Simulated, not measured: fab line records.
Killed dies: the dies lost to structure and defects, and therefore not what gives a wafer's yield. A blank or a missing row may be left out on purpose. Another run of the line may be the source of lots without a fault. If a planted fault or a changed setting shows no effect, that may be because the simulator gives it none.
Matching of chambers :: flow nand-harc :: NHARC_A_STAIRCASE_TRIM_229 on rie-diel-11 has 4 sister chambers
The step chemistry O2, time 211.2 s. 7 wafers are shown with their chamber, then 7 later ones without.

## EACH WAFER AND ITS CHAMBER
wafer: L611.6
chamber: 1
showerhead-plenum-p-Torr (Torr): 3.48
run-length-s (s): 231.5

wafer: L615.2
chamber: 2
showerhead-plenum-p-Torr (Torr): 3.27
run-length-s (s): 232.6

wafer: L615.3
chamber: 1
showerhead-plenum-p-Torr (Torr): 3.47
run-length-s (s): 231.8

wafer: L616.5
chamber: 3
showerhead-plenum-p-Torr (Torr): 3.75
run-length-s (s): 231.8

wafer: L616.6
chamber: 2
showerhead-plenum-p-Torr (Torr): 3.27
run-length-s (s): 232.3

wafer: L617.1
chamber: 0
showerhead-plenum-p-Torr (Torr): 3.52
run-length-s (s): 233.0

wafer: L617.2
chamber: 3
showerhead-plenum-p-Torr (Torr): 3.75
run-length-s (s): 232.0

## WAFERS WITH NO CHAMBER GIVEN
wafer: L617.4
showerhead-plenum-p-Torr (Torr): 3.46
run-length-s (s): 232.0

wafer: L618.3
showerhead-plenum-p-Torr (Torr): 3.75
run-length-s (s): 231.8

wafer: L618.4
showerhead-plenum-p-Torr (Torr): 3.46
run-length-s (s): 231.7

wafer: L618.5
showerhead-plenum-p-Torr (Torr): 3.27
run-length-s (s): 232.3

wafer: L619.4
showerhead-plenum-p-Torr (Torr): 3.52
run-length-s (s): 233.1

wafer: L619.5
showerhead-plenum-p-Torr (Torr): 3.75
run-length-s (s): 232.5

wafer: L619.6
showerhead-plenum-p-Torr (Torr): 3.27
run-length-s (s): 232.7

## CHAMBER TAKEN BY EACH
wafer: L617.4
from the rows above: 1
in truth: 1

wafer: L618.3
from the rows above: 3
in truth: 3

wafer: L618.4
from the rows above: 1
in truth: 1

wafer: L618.5
from the rows above: 2
in truth: 2

wafer: L619.4
from the rows above: 0
in truth: 0

wafer: L619.5
from the rows above: 3
in truth: 3

wafer: L619.6
from the rows above: 2
in truth: 2
Correct placement for 7 of the 7. From these rows, 0 cannot be placed. Number placed wrongly: 0.
How it was worked out, from the rows above alone: a wafer's distance from a chamber is the root of the sum, over the readings, of the square of ((its reading less the chamber's mean) divided by the reading's scatter). If the next closest chamber is less than 2 further off than the closest, the wafer can't be placed; otherwise it belongs to the closest. A chamber's mean is the mean of its shown wafers. The scatter: take each reading less its chamber's mean, square it, sum over the shown wafers, divide by the number of wafers less the number of chambers, and take the root.
